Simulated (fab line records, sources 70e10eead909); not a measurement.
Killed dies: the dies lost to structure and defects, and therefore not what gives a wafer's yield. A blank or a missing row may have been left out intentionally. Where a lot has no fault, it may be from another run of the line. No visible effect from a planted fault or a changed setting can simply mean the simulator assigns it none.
Which tool did it?    flow nand-harc    Sampling: 7 lots, 21 wafers, 3 of 1302 route steps

== WHAT THE GAUGES READ, wafer by wafer ==
NHARC_A_ONON_D1_THK_MEAS_05: measures by ellipsometry.
lot   measured      on             thk-nm (nm)
L934  day 8 07:03   film-metro-02  1000 999 999
L936  day 9 01:01   film-metro-02  1001 1001 1003
L939  day 10 07:18  film-metro-02  1002 1002 1001
L943  day 11 16:38  film-metro-02  1002 1003 1002
L945  day 12 15:49  film-metro-01  1022 1020 1022
L948  day 13 19:15  film-metro-02  995 996 995
L950  day 14 23:14  film-metro-02  544 991 993

== WHAT TOOL EACH LOT RAN ON (gives the tool, then ch and the chambers of the sampled wafers, and finally the start) ==
lot   NHARC_A_ZERO_WELL_ETCH_19           NHARC_A_ONON_D1_DEP_03
L934  rie-diel-05 ch 0,2,3, day 7 08:22   pecvd-onon-02 ch 0, day 8 06:32
L936  rie-diel-12 ch 1,2,3, day 8 02:37   pecvd-onon-03 ch 0, day 9 00:34
L939  rie-diel-05 ch 0,2,3, day 9 07:38   pecvd-onon-02 ch 0, day 10 06:47
L943  rie-diel-12 ch 1,2, day 10 16:16    pecvd-onon-02 ch 0, day 11 16:08
L945  rie-diel-12 ch 2,3, day 11 16:58    pecvd-onon-03 ch 0, day 12 15:22
L948  rie-diel-04 ch 0,1,3, day 12 20:28  pecvd-onon-02 ch 0, day 13 18:51
L950  rie-diel-12 ch 1,3, day 14 00:59    pecvd-onon-03 ch 0, day 14 22:44
- NHARC_A_ZERO_WELL_ETCH_19: etches the open film in N2/H2, target depth 80 nm, overetch 24 nm, time 87.88 s.
- NHARC_A_ONON_D1_DEP_03: target thk 1000 nm.

== THE ANSWER, worked out from the rows above alone ==
Rule: usual is defined by the lots themselves. The widest of any qualifying gaps counts: lots, ordered by their means at a reading, are off when they make up no more than a third of the lots, leave a main group of 4 or more, and stand apart from it by 3 or more times the standard deviation of that group's means. A main group is skipped when, at the precision printed for the reading in the tables above, its means are all equal. Also off: a lot with no number at a reading for which 4 or more lots have one. Where the step has rows for the other lots, those lots are counted as sound.
Off at NHARC_A_ONON_D1_THK_MEAS_05 (thk-nm): L950. The main group has a mean of 1004 nm with a standard deviation of 8.3.
A tool fits if, at a process step before that reading, it ran every lot that is off, and no sound lot after the first of them. Those tools and the gauges at NHARC_A_ONON_D1_THK_MEAS_05 are tried in the same way. Can't be told from this: 3 tools fit, rie-diel-12 at NHARC_A_ZERO_WELL_ETCH_19, pecvd-onon-03 at NHARC_A_ONON_D1_DEP_03, film-metro-02 at NHARC_A_ONON_D1_THK_MEAS_05.

== WHAT THE SIMULATOR HAD INSERTED ==
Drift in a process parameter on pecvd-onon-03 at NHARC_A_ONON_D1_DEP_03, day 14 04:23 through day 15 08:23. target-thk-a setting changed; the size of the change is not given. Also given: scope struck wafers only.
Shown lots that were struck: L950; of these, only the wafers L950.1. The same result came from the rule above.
